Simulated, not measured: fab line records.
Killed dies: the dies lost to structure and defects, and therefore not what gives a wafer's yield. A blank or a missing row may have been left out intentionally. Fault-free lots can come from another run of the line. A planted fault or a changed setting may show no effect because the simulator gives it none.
fab line records	flow nand-harc
[record] lots = 24	wafers = 72	last-day = 35
route steps=1302 shown A_WL_FILL@976 A_CONTACT@1040
lots that met no fault: from a run of the same line without faults
start-h: hours from the record's first day to the start of the lot's first wafer shown	wait-h: hours from the lot's prior step to this one	" identical to the entry in the row above	L1.1+2: one row covering several wafers at once	- either no value or no given start	* or withheld: withheld	< > ~ a bound
route shown NAME@n: names a module that has steps shown in the file, with the first one's number in the route	usual: mean/standard deviation taken from wafers without a fault	same: alike in all rows	chamber/n: place in a boat	sites: each site's reading	_std_site: the values' standard deviation	_edge_site: the outer-site mean with the inner-site mean subtracted	radius-mm: how far each site lies from the wafer's centre	mask NAME#n: copy n	behind: the tool/chamber that last shaped the wafer	hold: reason for holding the lot/hours on hold/outcome of the hold	device: transistor that didn't switch, given as n, p or np	end of line: at the end of the route, the tests of the same wafers	for a step that has no rows: nothing shown but its recipe	killed: dies lost to structure and defects at the first sort, not the wafer's yield	map: the dies of a wafer, with x for killed, . for not killed, _ for no die there
set.NAME: the setting as run; set.NAME@STEP: as run at that earlier step	model.NAME: the simulator's own value behind a step, which no gauge read
one table for each step of the route and one row for each wafer, over a sample of lots
services: a tool's chamber out of use, with start hour (start-h, from the record's first day; less than 0 if before it), hours out, and reason
[[steps]]
[step NHARC_A_WL_FILL_CVD_20]
[recipe] target-thk-a = 1000	temp-c = 400	pressure-torr = 40	wf6-flow-sccm = 40	h2-flow-sccm = 1600	ar-flow-sccm = 1560	time-s = 74	material = W
[usual] heater-power-w = 915/130	throttle-valve-pct = 8.11/0.27
[same] time-s = 74
lot.wafer	tool	chamber	start-h	wait-h	heater-power-w	throttle-valve-pct
L075.3	cvd-w-02	0	-	-	903	8.22
L075.4	"	1	"	"	1063	8.33
L075.6	"	0	"	"	900	8.23
L074.2	cvd-w-02	0	-	-	885	7.73
L074.6	"	1	"	"	1078	8.42
L074.5	"	0	"	"	905	7.91
L077.1	cvd-w-02	1	-	-	1091	8.54
L077.2	"	0	"	"	898	8.07
L077.3	"	0	"	"	912	8.02
L076.2	cvd-w-01	1	-	-	825	8.12
L076.4	"	1	"	"	834	8.04
L076.5	"	0	"	"	743	7.94
L078.2	cvd-w-01	1	-	-	828	7.94
L078.1	"	0	"	"	756	7.91
L078.3	"	0	"	"	735	8.01
L081.1	cvd-w-01	0	-	-	728	7.78
L081.4	"	1	"	"	825	8.25
L081.5	"	1	"	"	836	8.02
L080.2	cvd-w-01	1	-	-	823	8.29
L080.1	"	0	"	"	741	7.68
L080.5	"	0	"	"	735	8.04
L079.2	cvd-w-02	1	-	-	1090	8.40
L079.4	"	1	"	"	1078	7.91
L079.5	"	1	"	"	1086	8.45
L082.1	cvd-w-02	0	-	-	888	7.96
L082.2	"	1	"	"	1119	8.39
L082.6	"	0	"	"	890	8.11
L083.2	cvd-w-01	0	-	-	726	7.84
L083.5	"	1	"	"	833	7.58
L083.6	"	0	"	"	738	7.89
L084.2	cvd-w-01	1	-	-	821	7.78
L084.4	"	1	"	"	861	7.64
L084.6	"	0	"	"	736	7.83
L085.3	cvd-w-02	1	-	-	1104	8.60
L085.6	"	0	"	"	888	8.24
L085.5	"	1	"	"	1100	8.37
L086.2	cvd-w-02	1	-	-	1079	8.67
L086.3	"	0	"	"	881	8.12
L086.5	"	1	"	"	1120	8.52
L088.2	cvd-w-02	1	-	-	1135	8.61
L088.1	"	0	"	"	889	7.96
L088.4	"	1	"	"	1132	8.66
L087.2	cvd-w-01	1	-	-	860	7.54
L087.3	"	1	"	"	834	8.00
L087.5	"	0	"	"	749	8.38
L089.1	cvd-w-02	0	-	-	877	8.21
L089.5	"	1	"	"	1090	8.55
L089.6	"	0	"	"	897	8.27
L090.2	cvd-w-01	1	-	-	844	7.44
L090.3	"	1	"	"	847	7.75
L090.6	"	0	"	"	743	7.99
L091.1	cvd-w-02	0	-	-	949	8.16
L091.4	"	1	"	"	1112	8.14
L091.5	"	0	"	"	943	7.98
L094.2	cvd-w-02	1	-	-	1066	8.18
L094.4	"	1	"	"	1117	8.23
L094.5	"	0	"	"	960	7.88
L092.1	cvd-w-02	1	-	-	1094	8.12
L092.3	"	1	"	"	1070	8.23
L092.5	"	0	"	"	940	8.20
L093.3	cvd-w-02	0	-	-	931	7.87
L093.5	"	0	"	"	929	8.08
L093.6	"	1	"	"	1108	8.35
L096.2	cvd-w-01	0	-	-	747	8.09
L096.3	"	1	"	"	840	7.79
L096.5	"	1	"	"	869	8.02
L095.3	cvd-w-01	0	-	-	750	8.41
L095.5	"	1	"	"	857	7.67
L095.6	"	0	"	"	740	8.16
L097.2	cvd-w-02	1	-	-	1101	8.31
L097.4	"	0	"	"	944	7.94
L097.3	"	1	"	"	1090	8.26
[step NHARC_A_WL_FILL_CMP_12]
[recipe] t-overpolish-s = 30	target-thk-nm = 100
[usual] motor-current-A = 12.5/1.1	overpolish-run-s = 30.001/0.0091	time-to-endpoint-s = 19.7/2.6
lot.wafer	tool	chamber	start-h	wait-h	motor-current-A	overpolish-run-s	time-to-endpoint-s
L075.4	cmp-03	3	494.41	0.1	12.1	30.001	22.0
L075.3	"	0	"	"	10.7	30.004	22.5
L075.6	"	2	"	"	10.9	30.001	23.2
L074.2	cmp-04	0	494.52	0.1	11.8	29.988	17.0
L074.6	"	0	"	"	12.1	29.984	16.9
L074.5	"	1	"	"	14.1	30.004	17.6
L077.3	cmp-01	3	504.37	0.1	13.3	30.003	19.7
L077.2	"	0	"	"	13.0	30.015	16.1
L077.1	"	1	"	"	12.7	30.007	20.1
L076.4	cmp-04	0	504.41	0.1	13.0	30.007	15.9
L076.2	"	2	"	"	14.4	29.985	18.2
L076.5	"	0	"	"	12.6	30.012	18.3
L078.1	cmp-03	1	512.57	0.1	11.0	29.981	17.6
L078.2	"	3	"	"	12.5	29.991	18.0
L078.3	"	0	"	"	10.5	30.002	20.0
L081.1	cmp-03	2	543.32	0.2	10.1	29.982	24.5
L081.4	"	3	"	"	12.6	29.986	19.5
L081.5	"	1	"	"	11.3	30.003	22.1
L080.2	cmp-04	1	546.95	0.2	14.0	29.998	18.9
L080.1	"	3	"	"	12.0	29.998	15.5
L080.5	"	1	"	"	13.6	30.003	21.4
L079.2	cmp-01	3	552.88	0.1	13.3	30.007	18.9
L079.4	"	1	"	"	12.4	30.002	20.0
L079.5	"	3	"	"	12.8	30.018	19.2
L083.2	cmp-03	2	574.85	0.2	10.7	30.006	23.4
L083.5	"	3	"	"	11.9	30.006	20.3
L083.6	"	0	"	"	10.7	30.006	23.6
L082.2	cmp-04	2	574.88	0.2	13.9	30.001	17.8
L082.1	"	3	"	"	11.6	30.000	16.2
L082.6	"	2	"	"	13.4	29.996	18.3
L084.4	cmp-01	3	581.71	0.1	12.4	30.007	22.3
L084.2	"	0	"	"	12.5	30.008	14.0
L084.6	"	3	"	"	12.8	30.005	17.8
L085.3	cmp-01	2	584.78	0.2	13.8	29.995	20.5
L085.5	"	3	"	"	13.4	29.996	21.2
L085.6	"	0	"	"	12.6	29.991	17.8
L086.3	cmp-01	2	596.69	0.1	12.9	30.014	19.1
L086.2	"	3	"	"	12.5	30.001	19.1
L086.5	"	2	"	"	13.6	29.986	20.7
L087.2	cmp-04	3	626.79	0.2	12.0	29.988	21.6
L087.3	"	1	"	"	14.0	29.983	21.6
L087.5	"	3	"	"	11.7	29.992	19.7
L088.4	cmp-01	2	626.79	0.1	13.7	30.009	20.7
L088.2	"	3	"	"	13.7	30.001	21.2
L088.1	"	0	"	"	12.7	29.997	16.3
L089.1	cmp-01	1	629.90	0.2	13.2	29.995	19.3
L089.5	"	2	"	"	13.5	29.991	19.8
L089.6	"	3	"	"	13.3	30.003	20.4
L090.2	cmp-04	3	639.87	0.2	11.8	29.999	21.2
L090.3	"	1	"	"	14.4	29.987	21.4
L090.6	"	0	"	"	12.3	29.996	20.7
L091.1	cmp-04	1	655.27	0.2	14.0	29.999	23.7
L091.4	"	2	"	"	13.1	30.009	26.3
L091.5	"	1	"	"	14.4	29.997	22.2
L094.2	cmp-04	1	672.98	0.2	13.6	30.011	21.0
L094.4	"	0	"	"	12.3	29.996	22.6
L094.5	"	2	"	"	13.1	29.996	22.9
L092.1	cmp-01	3	673.12	0.2	13.4	30.007	21.1
L092.3	"	2	"	"	13.0	30.001	19.4
L092.5	"	0	"	"	12.8	30.004	18.8
L093.3	cmp-03	0	679.04	0.1	10.3	30.019	19.2
L093.6	"	3	"	"	12.8	29.996	19.4
L093.5	"	0	"	"	10.6	29.992	23.3
L096.2	cmp-01	2	704.29	0.2	12.9	30.014	20.0
L096.3	"	1	"	"	13.1	29.998	19.3
L096.5	"	2	"	"	13.8	30.011	17.0
L095.3	cmp-03	2	709.85	0.1	10.2	30.009	22.9
L095.5	"	1	"	"	11.2	29.999	17.8
L095.6	"	2	"	"	10.3	29.997	20.4
L097.3	cmp-01	0	717.83	0.1	12.8	29.997	14.7
L097.4	"	1	"	"	13.0	30.014	17.0
L097.2	"	2	"	"	14.4	29.998	20.0
[step NHARC_A_CONTACT_OVL_MEAS_70]
[usual] overlay-x-nm = -0.1/0.72	overlay-y-nm = 0.0/0.68
lot.wafer	tool	chamber	start-h	wait-h	overlay-x-nm	overlay-y-nm
L075.3	overlay-01	-	517.35	-	0.8	-0.1
L075.4	"	-	"	"	0.8	0.0
L075.6	"	-	"	"	0.5	0.0
L074.2	overlay-02	-	517.65	-	-0.9	1.1
L074.5	"	-	"	"	-0.7	1.0
L074.6	"	-	"	"	-0.5	0.8
L077.1	overlay-02	-	522.50	-	0.1	0.2
L077.2	"	-	"	"	-0.5	0.3
L077.3	"	-	"	"	0.2	0.2
L076.2	overlay-01	-	527.38	-	-0.5	-0.7
L076.4	"	-	"	"	-0.5	-0.1
L076.5	"	-	"	"	-0.9	-1.2
L078.1	overlay-01	-	534.32	-	-1.2	0.6
L078.2	"	-	"	"	-1.3	0.2
L078.3	"	-	"	"	-1.5	0.9
L081.1	overlay-01	-	560.42	-	-0.5	0.3
L081.4	"	-	"	"	-0.4	0.3
L081.5	"	-	"	"	-0.5	0.4
L080.1	overlay-02	-	567.39	-	-0.5	-0.7
L080.2	"	-	"	"	-0.8	-0.4
L080.5	"	-	"	"	-0.3	-0.4
L079.2	overlay-02	-	571.15	-	1.3	-0.6
L079.4	"	-	"	"	0.8	-0.2
L079.5	"	-	"	"	1.2	-0.2
L082.1	overlay-02	-	594.36	-	0.6	-0.3
L082.2	"	-	"	"	1.0	0.0
L082.6	"	-	"	"	1.1	-0.2
L083.2	overlay-02	-	597.64	-	0.3	-0.3
L083.5	"	-	"	"	-0.2	0.1
L083.6	"	-	"	"	-0.1	0.1
L084.2	overlay-01	-	599.67	-	-0.3	0.6
L084.4	"	-	"	"	-0.2	0.5
L084.6	"	-	"	"	-0.3	1.0
L085.3	overlay-02	-	601.08	-	0.0	-0.6
L085.5	"	-	"	"	0.0	-1.2
L085.6	"	-	"	"	0.2	-0.6
L086.2	overlay-02	-	614.19	-	0.1	0.4
L086.3	"	-	"	"	-0.7	0.2
L086.5	"	-	"	"	-0.1	0.4
L088.1	overlay-02	-	645.54	-	-0.1	1.4
L088.2	"	-	"	"	-0.3	1.5
L088.4	"	-	"	"	0.6	1.3
L087.2	overlay-01	-	645.77	-	-0.6	-0.3
L087.3	"	-	"	"	-0.6	-0.2
L087.5	"	-	"	"	-1.1	-0.2
L089.1	overlay-01	-	652.08	-	0.4	0.8
L089.5	"	-	"	"	0.5	1.3
L089.6	"	-	"	"	0.4	1.2
L090.2	overlay-02	-	660.05	-	0.6	0.7
L090.3	"	-	"	"	-0.1	1.0
L090.6	"	-	"	"	-0.2	0.5
L091.1	overlay-02	-	671.87	-	-0.3	-1.1
L091.4	"	-	"	"	-0.6	-0.8
L091.5	"	-	"	"	-0.6	-1.4
L094.2	overlay-01	-	690.50	-	-0.3	-0.3
L094.4	"	-	"	"	-0.1	0.4
L094.5	"	-	"	"	-0.3	0.1
L092.1	overlay-02	-	692.70	-	-1.6	-0.9
L092.3	"	-	"	"	-1.5	-0.6
L092.5	"	-	"	"	-1.4	-0.9
L093.3	overlay-02	-	697.72	-	0.0	-1.1
L093.5	"	-	"	"	-0.1	-0.1
L093.6	"	-	"	"	0.2	-0.5
L096.2	overlay-01	-	720.76	-	0.4	0.6
L096.3	"	-	"	"	0.3	0.4
L096.5	"	-	"	"	0.2	0.2
L095.3	overlay-01	-	731.92	-	1.3	-0.3
L095.5	"	-	"	"	1.1	-0.2
L095.6	"	-	"	"	1.5	-0.2
L097.2	overlay-02	-	740.07	-	-0.3	-0.6
L097.3	"	-	"	"	0.2	0.3
L097.4	"	-	"	"	0.5	-0.3
[step NHARC_A_CONTACT_ETCH_77]
[recipe] target-depth-a = 1089	time-s = 54.5	cf4-flow-sccm = 100	chf3-flow-sccm = 30	ar-flow-sccm = 0	rf-w = 500	bias-w = 200	chemistry = CF4/CHF3
[usual] drypump-motor-current-A = 5.4/0.48	oes-product-au = 0.944/0.021	rf-vpp-V = 369.9/2.8	showerhead-plenum-p-Torr = 1.55/0.082	throttle-valve-pct = 16.803/0.0094
[same] time-s = 54.5
lot.wafer	tool	chamber	start-h	wait-h	drypump-motor-current-A	oes-product-au	rf-hours-counter-h	rf-vpp-V	showerhead-plenum-p-Torr	throttle-valve-pct
L075.3	rie-diel-04	1	-	-	5.6	0.936	48	368.5	1.53	16.810
L075.4	"	2	"	"	5.2	0.936	47	371.1	1.59	16.807
L075.6	"	2	"	"	5.2	0.935	-	370.8	1.59	16.795
L074.2	rie-diel-09	0	-	-	5.2	0.942	1	370.0	1.54	16.792
L074.5	"	2	"	"	4.6	0.936	-	367.9	1.48	16.804
L074.6	"	3	"	"	5.6	0.915	-	374.9	1.70	16.818
L077.3	rie-diel-09	0	-	-	5.2	0.975	4	369.2	1.54	16.797
L077.2	"	1	"	"	6.0	0.981	3	367.3	1.47	16.814
L077.1	"	2	"	"	4.6	0.991	3	367.2	1.48	16.814
L076.2	rie-diel-04	0	-	-	5.5	0.927	56	369.7	1.54	16.796
L076.4	"	3	"	"	6.6	0.917	54	372.8	1.69	16.812
L076.5	"	0	"	"	5.5	0.930	-	369.8	1.53	16.802
L078.1	rie-diel-05	3	-	-	5.2	0.923	46	372.3	1.60	16.824
L078.3	"	0	"	"	6.0	0.924	46	367.0	1.48	16.787
L078.2	"	1	"	"	4.9	0.924	42	370.7	1.60	16.790
L081.4	rie-diel-09	0	-	-	5.2	0.987	10	370.9	1.54	16.805
L081.1	"	2	"	"	4.7	0.978	9	368.4	1.48	16.802
L081.5	"	0	"	"	5.2	0.975	-	370.1	1.53	16.802
L080.2	rie-diel-09	3	-	-	5.5	0.936	10	374.1	1.70	16.791
L080.1	"	1	"	"	6.0	0.974	11	367.3	1.47	16.815
L080.5	"	3	"	"	5.6	0.938	-	375.1	1.70	16.808
L079.4	rie-diel-09	3	-	-	5.5	0.962	11	374.9	1.70	16.805
L079.2	"	1	"	"	5.9	0.959	11	368.2	1.47	16.792
L079.5	"	0	"	"	5.2	0.970	-	369.2	1.53	16.833
L082.2	rie-diel-05	2	-	-	5.7	0.985	0	374.1	1.70	16.793
L082.1	"	3	"	"	5.2	0.954	0	370.1	1.60	16.791
L082.6	"	2	"	"	5.7	0.975	-	375.8	1.70	16.802
L083.2	rie-diel-09	0	-	-	5.2	0.944	16	367.8	1.53	16.806
L083.6	"	0	"	"	5.2	0.918	-	369.3	1.53	16.787
L083.5	"	1	"	"	6.0	0.930	-	367.7	1.47	16.802
L084.4	rie-diel-04	1	-	-	5.6	0.959	16	367.6	1.52	16.798
L084.2	"	3	"	"	6.6	0.942	21	374.1	1.68	16.800
L084.6	"	2	"	"	5.2	0.968	-	371.9	1.58	16.795
L085.3	rie-diel-09	1	-	-	6.0	0.926	18	366.6	1.47	16.803
L085.5	"	3	"	"	5.5	0.914	-	375.6	1.70	16.808
L085.6	"	0	"	"	5.2	0.929	-	370.9	1.53	16.787
L086.2	rie-diel-09	0	-	-	5.2	0.937	20	368.1	1.53	16.804
L086.3	"	1	"	"	6.0	0.919	20	366.3	1.47	16.815
L086.5	"	0	"	"	5.2	0.923	-	368.2	1.53	16.825
L088.1	rie-diel-09	1	-	-	6.0	0.933	24	366.6	1.46	16.798
L088.2	"	2	"	"	4.7	0.937	24	368.1	1.48	16.805
L088.4	"	0	"	"	5.2	0.936	-	369.8	1.53	16.804
L087.3	rie-diel-04	0	-	-	5.4	0.927	31	367.8	1.53	16.809
L087.2	"	3	"	"	6.6	0.920	35	372.2	1.68	16.810
L087.5	"	1	"	"	5.6	0.932	-	367.4	1.52	16.810
L089.1	rie-diel-09	1	-	-	6.0	0.937	27	366.1	1.46	16.818
L089.6	"	1	"	"	6.0	0.933	-	366.8	1.46	16.805
L089.5	"	2	"	"	4.7	0.945	-	367.9	1.48	16.795
L090.3	rie-diel-09	1	-	-	6.0	0.926	28	366.9	1.46	16.797
L090.2	"	3	"	"	5.6	0.914	24	374.4	1.69	16.815
L090.6	"	1	"	"	6.0	0.921	-	365.9	1.46	16.806
L091.4	rie-diel-09	1	-	-	6.0	0.926	32	366.9	1.46	16.807
L091.1	"	3	"	"	5.6	0.918	26	375.5	1.69	16.799
L091.5	"	1	"	"	6.1	0.928	-	366.1	1.46	16.800
L094.2	rie-diel-09	2	-	-	4.7	0.967	0	366.1	1.48	16.796
L094.4	"	3	"	"	5.6	0.958	0	373.7	1.69	16.809
L094.5	"	1	"	"	6.0	0.963	-	366.9	1.46	16.812
L092.1	rie-diel-05	1	-	-	4.9	0.904	36	371.8	1.58	16.807
L092.3	"	3	"	"	5.3	0.920	27	373.3	1.59	16.804
L092.5	"	2	"	"	5.7	0.935	-	373.7	1.69	16.780
L093.3	rie-diel-09	3	-	-	5.6	0.920	1	373.8	1.69	16.783
L093.6	"	2	"	"	4.7	0.936	-	368.1	1.48	16.815
L093.5	"	3	"	"	5.6	0.927	-	374.3	1.69	16.815
L096.3	rie-diel-04	0	-	-	5.5	0.946	1	369.2	1.52	16.805
L096.2	"	2	"	"	5.2	0.974	1	371.5	1.58	16.810
L096.5	"	0	"	"	5.5	0.947	-	368.8	1.52	16.792
L095.3	rie-diel-04	0	-	-	5.5	0.944	3	368.4	1.52	16.814
L095.6	"	3	"	"	6.5	0.964	-	373.0	1.67	16.817
L095.5	"	2	"	"	5.2	0.954	-	369.8	1.57	16.806
L097.2	rie-diel-09	1	-	-	6.0	0.975	6	367.5	1.46	16.796
L097.4	"	2	"	"	4.7	0.973	6	367.0	1.48	16.824
L097.3	"	3	"	"	5.6	0.947	7	374.5	1.69	16.797
[step NHARC_A_CONTACT_ETCH_91]
[recipe] target-depth-a = 400	over-etch-frac = 0.5	time-s = 85.7	ion-energy-ev = 120	ch3f-flow-sccm = 50	o2-flow-sccm = 30	ar-flow-sccm = 200	rf-w = 500	bias-w = 100	chemistry = CH3F/O2
[usual] ch3f-flow-sccm = 50.01/0.13	drypump-motor-current-A = 5.4/0.48	o2-flow-sccm = 30.00/0.083	oes-product-au = 0.937/0.027	rf-vpp-V = 244.1/2	showerhead-plenum-p-Torr = 2.43/0.13	throttle-valve-pct = 20.665/0.0091
[same] over-etch-frac = 0.5	time-s = 85.7
lot.wafer	tool	chamber	start-h	wait-h	ch3f-flow-sccm	drypump-motor-current-A	o2-flow-sccm	oes-product-au	rf-hours-counter-h	rf-vpp-V	showerhead-plenum-p-Torr	throttle-valve-pct
L075.4	rie-diel-09	1	521.40	0.5	49.99	6.0	30.06	0.998	2	243.6	2.29	20.665
L075.3	"	3	"	"	49.99	5.5	29.99	1.000	2	246.2	2.66	20.658
L075.6	"	0	"	"	49.64	5.2	30.00	1.014	-	245.0	2.40	20.648
L074.2	rie-diel-04	0	521.72	0.7	50.03	5.5	30.09	0.921	54	244.3	2.40	20.682
L074.6	"	0	"	"	49.82	5.5	30.12	0.904	-	243.7	2.40	20.652
L074.5	"	1	"	"	49.85	5.6	30.00	0.931	-	243.6	2.38	20.672
L077.3	rie-diel-05	1	527.18	0.6	49.76	4.9	30.02	0.924	37	243.2	2.50	20.672
L077.1	"	2	"	"	50.02	5.7	30.02	0.935	39	242.6	2.28	20.657
L077.2	"	3	"	"	50.13	5.2	30.07	0.921	42	244.1	2.50	20.670
L076.2	rie-diel-05	0	531.45	0.8	50.15	6.0	29.97	0.927	45	243.2	2.31	20.652
L076.4	"	1	"	"	50.05	4.9	29.92	0.917	41	246.0	2.50	20.667
L076.5	"	3	"	"	50.07	5.2	29.97	0.920	-	244.6	2.50	20.665
L078.3	rie-diel-09	1	538.38	0.5	50.09	6.0	29.99	0.915	6	241.8	2.29	20.667
L078.1	"	2	"	"	50.14	4.7	29.91	0.928	6	242.1	2.31	20.666
L078.2	"	0	"	"	49.85	5.2	29.81	0.931	7	244.3	2.40	20.671
L081.1	rie-diel-09	3	565.15	0.9	49.92	5.5	29.83	0.900	10	248.2	2.66	20.671
L081.4	"	1	"	"	49.80	6.0	30.10	0.912	10	242.4	2.29	20.669
L081.5	"	3	"	"	49.87	5.6	30.08	0.908	-	247.4	2.66	20.675
L080.1	rie-diel-05	1	571.50	0.8	50.27	5.0	30.02	0.917	55	243.6	2.49	20.665
L080.2	"	2	"	"	50.02	5.7	30.08	0.932	56	244.0	2.27	20.665
L080.5	"	3	"	"	50.07	5.2	29.98	0.917	-	244.8	2.50	20.655
L079.4	rie-diel-09	1	575.89	0.7	50.19	6.0	30.11	0.927	12	242.9	2.29	20.648
L079.2	"	3	"	"	50.06	5.6	29.91	0.922	12	247.0	2.66	20.660
L079.5	"	2	"	"	49.92	4.7	30.02	0.939	-	242.1	2.31	20.679
L082.1	rie-diel-05	2	599.08	0.7	50.01	5.7	29.90	0.932	2	246.0	2.66	20.665
L082.2	"	3	"	"	49.99	5.2	29.98	0.928	2	243.8	2.49	20.674
L082.6	"	2	"	"	50.13	5.7	29.92	0.923	-	246.8	2.66	20.671
L083.2	rie-diel-05	3	601.68	0.7	49.89	5.2	29.99	1.004	2	245.8	2.49	20.675
L083.5	"	2	"	"	50.06	5.7	30.02	1.005	-	246.4	2.66	20.665
L083.6	"	3	"	"	49.87	5.3	29.99	0.999	-	246.1	2.49	20.665
L084.4	rie-diel-04	2	603.88	0.5	50.03	5.3	29.93	0.947	19	245.0	2.48	20.664
L084.2	"	0	"	"	50.00	5.5	30.09	0.920	18	242.5	2.39	20.665
L084.6	"	3	"	"	50.10	6.6	30.00	0.933	-	245.5	2.63	20.661
L085.3	rie-diel-09	0	605.85	0.7	50.24	5.2	29.96	0.929	18	243.5	2.39	20.656
L085.6	"	2	"	"	50.27	4.7	30.02	0.929	-	241.0	2.31	20.666
L085.5	"	3	"	"	49.91	5.6	30.04	0.914	-	248.1	2.65	20.660
L086.3	rie-diel-09	3	618.90	0.6	49.90	5.6	30.02	0.927	21	247.9	2.65	20.687
L086.2	"	0	"	"	49.91	5.2	30.00	0.948	21	244.3	2.39	20.659
L086.5	"	3	"	"	50.07	5.6	30.01	0.928	-	248.1	2.65	20.667
L087.3	rie-diel-05	2	649.79	0.5	50.17	5.7	29.98	0.927	18	247.3	2.65	20.660
L087.2	"	0	"	"	49.90	6.0	30.00	0.911	18	241.8	2.30	20.657
L087.5	"	2	"	"	50.02	5.7	29.96	0.929	-	246.6	2.65	20.668
L088.2	rie-diel-05	1	650.57	0.8	50.03	4.9	30.14	0.921	18	243.6	2.48	20.676
L088.4	"	2	"	"	50.04	5.7	29.98	0.935	18	245.3	2.65	20.657
L088.1	"	0	"	"	50.00	6.0	30.00	0.919	18	241.2	2.30	20.676
L089.1	rie-diel-09	2	656.95	0.7	50.06	4.7	30.09	0.937	28	241.9	2.31	20.666
L089.6	"	0	"	"	50.09	5.2	29.96	0.930	-	243.3	2.39	20.675
L089.5	"	1	"	"	50.03	6.0	29.99	0.929	-	241.8	2.28	20.673
L090.2	rie-diel-09	3	664.11	0.7	50.28	5.6	29.99	0.916	25	245.4	2.65	20.670
L090.3	"	2	"	"	49.95	4.7	30.15	0.930	30	241.4	2.30	20.655
L090.6	"	3	"	"	49.93	5.5	29.93	0.919	-	247.2	2.65	20.672
L091.4	rie-diel-04	2	675.92	0.6	49.93	5.3	29.91	0.929	40	244.4	2.47	20.654
L091.1	"	3	"	"	50.00	6.6	30.05	0.914	47	247.0	2.62	20.669
L091.5	"	3	"	"	49.98	6.6	30.09	0.908	-	246.0	2.62	20.657
L094.2	rie-diel-04	1	694.53	0.6	50.13	5.6	30.05	0.928	37	244.3	2.36	20.659
L094.4	"	0	"	"	50.11	5.5	29.91	0.921	49	244.1	2.38	20.639
L094.5	"	1	"	"	50.19	5.6	29.90	0.926	-	243.1	2.36	20.660
L092.1	rie-diel-09	3	697.43	0.7	50.22	5.5	29.99	0.987	1	246.0	2.65	20.665
L092.3	"	1	"	"	49.97	6.0	30.04	1.004	1	241.7	2.28	20.665
L092.5	"	3	"	"	50.17	5.6	30.16	0.985	-	247.1	2.65	20.644
L093.3	rie-diel-09	1	701.81	0.6	49.99	6.0	29.97	0.932	2	242.1	2.28	20.652
L093.6	"	2	"	"	50.18	4.7	29.97	0.941	-	241.7	2.30	20.656
L093.5	"	3	"	"	49.89	5.6	30.00	0.913	-	246.3	2.65	20.671
L096.3	rie-diel-05	0	724.86	0.5	49.95	6.0	30.07	0.914	46	242.1	2.29	20.675
L096.2	"	1	"	"	50.06	4.9	30.00	0.910	50	245.2	2.47	20.667
L096.5	"	0	"	"	49.82	6.0	30.25	0.918	-	242.0	2.29	20.673
L095.3	rie-diel-09	2	736.39	0.5	50.07	4.6	29.97	0.950	6	243.6	2.30	20.670
L095.5	"	0	"	"	50.02	5.2	29.95	0.937	-	242.8	2.39	20.667
L095.6	"	1	"	"	49.89	6.0	29.94	0.991	-	240.9	2.28	20.669
L097.3	rie-diel-09	1	744.11	0.6	49.92	6.0	29.94	0.919	8	242.4	2.28	20.640
L097.2	"	2	"	"	49.92	4.7	29.98	0.948	8	241.7	2.30	20.659
L097.4	"	3	"	"	49.88	5.5	30.06	0.919	9	246.5	2.65	20.668
[step NHARC_A_CONTACT_DEP_84]
[recipe] target-thk-a = 28000	temp-c = 400	material = aC
[usual] throttle-valve-pct = 35.001/0.0086
lot.wafer	tool	chamber	start-h	wait-h	throttle-valve-pct
L075.3	acl-dep-03	0	527.39	-	34.992
L075.4	"	0	"	"	34.998
L075.6	"	0	"	"	35.008
L074.2	acl-dep-01	0	528.79	-	35.009
L074.5	"	0	"	"	34.997
L074.6	"	0	"	"	35.004
L077.1	acl-dep-02	0	528.92	-	35.015
L077.2	"	0	"	"	35.009
L077.3	"	0	"	"	35.002
L076.2	acl-dep-02	0	533.23	-	35.007
L076.4	"	0	"	"	35.006
L076.5	"	0	"	"	35.001
L078.1	acl-dep-03	0	539.70	-	34.999
L078.2	"	0	"	"	34.998
L078.3	"	0	"	"	34.992
L081.1	acl-dep-03	0	567.97	-	35.005
L081.4	"	0	"	"	35.005
L081.5	"	0	"	"	34.998
L080.1	acl-dep-02	0	573.40	-	34.998
L080.2	"	0	"	"	34.993
L080.5	"	0	"	"	35.002
L079.2	acl-dep-01	0	577.35	-	35.003
L079.4	"	0	"	"	35.021
L079.5	"	0	"	"	34.994
L082.1	acl-dep-03	0	602.73	-	34.994
L082.2	"	0	"	"	34.996
L082.6	"	0	604.15	-	34.994
L083.2	acl-dep-01	0	604.79	-	35.007
L083.5	"	0	"	"	34.982
L083.6	"	0	"	"	34.996
L084.2	acl-dep-01	0	606.50	-	35.002
L084.4	"	0	"	"	34.986
L084.6	"	0	"	"	34.985
L085.3	acl-dep-01	0	608.50	-	35.009
L085.5	"	0	"	"	34.996
L085.6	"	0	"	"	35.001
L086.2	acl-dep-01	0	622.28	-	35.003
L086.3	"	0	"	"	34.994
L086.5	"	0	"	"	35.029
L087.2	acl-dep-03	0	651.66	-	34.999
L087.3	"	0	"	"	35.001
L087.5	"	0	"	"	34.997
L088.1	acl-dep-01	0	652.41	-	35.004
L088.2	"	0	"	"	35.006
L088.4	"	0	"	"	35.007
L089.1	acl-dep-02	0	659.35	-	34.995
L089.5	"	0	660.51	-	34.989
L089.6	"	0	"	"	34.997
L090.2	acl-dep-01	0	665.57	-	35.014
L090.3	"	0	"	"	35.012
L090.6	"	0	"	"	34.990
L091.1	acl-dep-01	0	679.69	-	34.988
L091.4	"	0	"	"	35.006
L091.5	"	0	"	"	35.002
L094.2	acl-dep-01	0	696.61	-	35.003
L094.4	"	0	"	"	34.989
L094.5	"	0	"	"	35.001
L092.1	acl-dep-03	0	698.60	-	35.000
L092.3	"	0	"	"	35.002
L092.5	"	0	"	"	35.013
L093.3	acl-dep-01	0	703.51	-	35.014
L093.5	"	0	"	"	34.999
L093.6	"	0	"	"	35.016
L096.2	acl-dep-02	0	732.98	-	35.018
L096.3	"	0	"	"	35.005
L096.5	"	0	"	"	34.987
L095.3	acl-dep-03	0	743.60	-	34.991
L095.5	"	0	"	"	34.985
L095.6	"	0	"	"	35.002
L097.2	acl-dep-01	0	747.65	-	34.994
L097.3	"	0	"	"	35.009
L097.4	"	0	"	"	35.007
[[services]]
tool	chamber	start-h	hours	kind
cmp-01	-	471.15	0.8	repair
cmp-01	-	479.52	4.0	pm
cvd-w-01	0	486.21	9.7	repair
rie-diel-09	-	497.10	9.0	pm
rie-diel-04	-	533.38	9.0	pm
cmp-01	-	539.35	1.3	repair
rie-diel-05	0	541.14	4.4	repair
cmp-01	-	542.23	0.2	repair
cvd-w-01	-	547.00	13.0	pm
acl-dep-01	-	551.57	13.0	pm
rie-diel-05	0	571.25	7.7	repair
cmp-01	-	577.52	4.0	pm
rie-diel-05	-	584.74	9.0	pm
rie-diel-04	2	591.69	4.0	repair
cvd-w-02	0	597.91	9.9	repair
cvd-w-02	1	618.89	3.2	repair
rie-diel-04	2	620.67	3.5	repair
rie-diel-05	3	621.63	9.3	repair
cvd-w-02	-	631.60	13.0	pm
rie-diel-04	1	656.79	14.2	repair
rie-diel-09	-	674.10	9.0	pm
rie-diel-09	1	713.42	9.6	repair
acl-dep-01	-	734.37	13.0	pm
rie-diel-05	3	741.64	6.4	repair
[[key]]
fault none
